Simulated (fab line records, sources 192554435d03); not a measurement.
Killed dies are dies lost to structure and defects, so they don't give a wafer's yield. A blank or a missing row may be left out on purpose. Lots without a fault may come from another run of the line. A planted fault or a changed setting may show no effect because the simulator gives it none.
Split-lot experiment | flow n5_finfet | 7 lots, 21 wafers read, on a route of 1938 steps

THE SPLIT
At N5_BEOL_M11_VIA_ETCH_34 (etches SiCOH lowk in C4F6/O2, target depth 184.5 nm, time 69.2 s), the setting time_s was moved away from the recipe's 69.2 s on 11 of the 21 wafers read, by -22.4% to +22.1%. The other wafers ran this setting at the recipe's value.

The reading is taken at the split's own step.

THE READING
SOC_of_BEOL_M11_COAT_63.thk_nm (the simulator's own value, which no gauge read), in nm, at N5_BEOL_M11_VIA_ETCH_34 (etches SiCOH lowk in C4F6/O2, target depth 184.5 nm, time 69.2 s). The file gives no usual value for it. The 10 wafers here that ran the recipe average 91.9 nm, standard deviation 0.44 nm.

wafer  | tool, chamber at the split | time_s as run, s | against the recipe | SOC_of_BEOL_M11_COAT_63.thk_nm, nm | against lot-mates on the recipe
L077.1 | rie_diel-01, 2             | 60.25            | -12.9%             | 92.6                               | +1.0
L077.3 | rie_diel-01, 3             | 60.25            | -12.9%             | 92.6                               | +1.0
L077.5 | rie_diel-01, 1             | 69.2             | recipe             | 91.6                               | -
L079.1 | rie_diel-05, 1             | 84.46            | +22.1%             | 89.8                               | -1.6
L079.2 | rie_diel-05, 3             | 84.46            | +22.1%             | 90.4                               | -1.0
L079.4 | rie_diel-05, 2             | 69.2             | recipe             | 91.4                               | -
L083.4 | rie_diel-02, 1             | 69.2             | recipe             | 92.8                               | -
L083.5 | rie_diel-02, 3             | 80.06            | +15.7%             | 91.6                               | -0.8
L083.6 | rie_diel-02, 2             | 69.2             | recipe             | 92                                 | -
L084.2 | rie_diel-05, 0             | 61.47            | -11.2%             | 92.8                               | +1.0
L084.3 | rie_diel-05, 1             | 69.2             | recipe             | 91.8                               | -
L084.5 | rie_diel-05, 3             | 61.47            | -11.2%             | 93.2                               | +1.4
L086.2 | rie_diel-02, 1             | 53.7             | -22.4%             | 94.2                               | +2.4
L086.4 | rie_diel-02, 2             | 53.7             | -22.4%             | 93.8                               | +2.0
L086.5 | rie_diel-02, 2             | 69.2             | recipe             | 91.8                               | -
L087.1 | rie_diel-01, 0             | 63.62            | -8.1%              | 93                                 | +0.4
L087.3 | rie_diel-01, 3             | 69.2             | recipe             | 92.6                               | -
L087.6 | rie_diel-01, 1             | 63.62            | -8.1%              | 92.8                               | +0.2
L094.1 | rie_diel-02, 1             | 69.2             | recipe             | 92                                 | -
L094.2 | rie_diel-02, 0             | 69.2             | recipe             | 91.4                               | -
L094.6 | rie_diel-02, 1             | 69.2             | recipe             | 92                                 | -

THE FIT
A straight line over all 21 wafers: SOC_of_BEOL_M11_COAT_63.thk_nm changes by -0.0788 nm for each +1% of time_s; r = -0.91; the points scatter about the line by 0.44 nm.
The same after taking each lot's own level away (the mean of its wafers on the recipe; 21 wafers): -0.0751 nm for each +1%; r = -0.94; scatter 0.33 nm.
On that fit, the largest move of time_s shifts the reading by 1.7 nm.
The lots' own levels span 91.40 to 92.60 nm, that is 2.7 times the standard deviation above.
So the lot-to-lot level changes the slope little: the two slopes agree.
Check: with one of the wafers moved furthest among these (-22.4%) left out of the fit, the line predicts +1.65 nm for it against its lot-mates. It came out at +2.4 nm against them.

OTHER SPLITS ON THESE WAFERS
These wafers also went through other splits before the reading. Each is held against what the fit with the lots' levels taken away leaves over:
other split on the same wafers | wafers away from the commonest value | r with SOC_of_BEOL_M11_COAT_63.thk_nm (lot level and that fit taken away)
N5_BEOL_M10_COAT_64 spin_rpm   | 9                                    | +0.30

THE WHOLE CHAIN: every reading that the file lists as answering this split, in the file's order
step                    | what it does                                                     | reading                                                                         | change (the file's fit)                | r (the file's)
N5_BEOL_M11_VIA_ETCH_34 | etches SiCOH lowk in C4F6/O2, target depth 184.5 nm, time 69.2 s | etch.depth_nm (the simulator's own value, which no gauge read)                  | +2.02 nm for each +1% of the setting   | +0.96
N5_BEOL_M11_VIA_ETCH_34 | etches SiCOH lowk in C4F6/O2, target depth 184.5 nm, time 69.2 s | SOC_of_BEOL_M11_COAT_63.thk_nm (the simulator's own value, which no gauge read) | -0.0749 nm for each +1% of the setting | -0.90

THE FILE'S OWN FIT
SOC_of_BEOL_M11_COAT_63.thk_nm changes by -0.0749 nm for each +1% of time_s, r = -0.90.
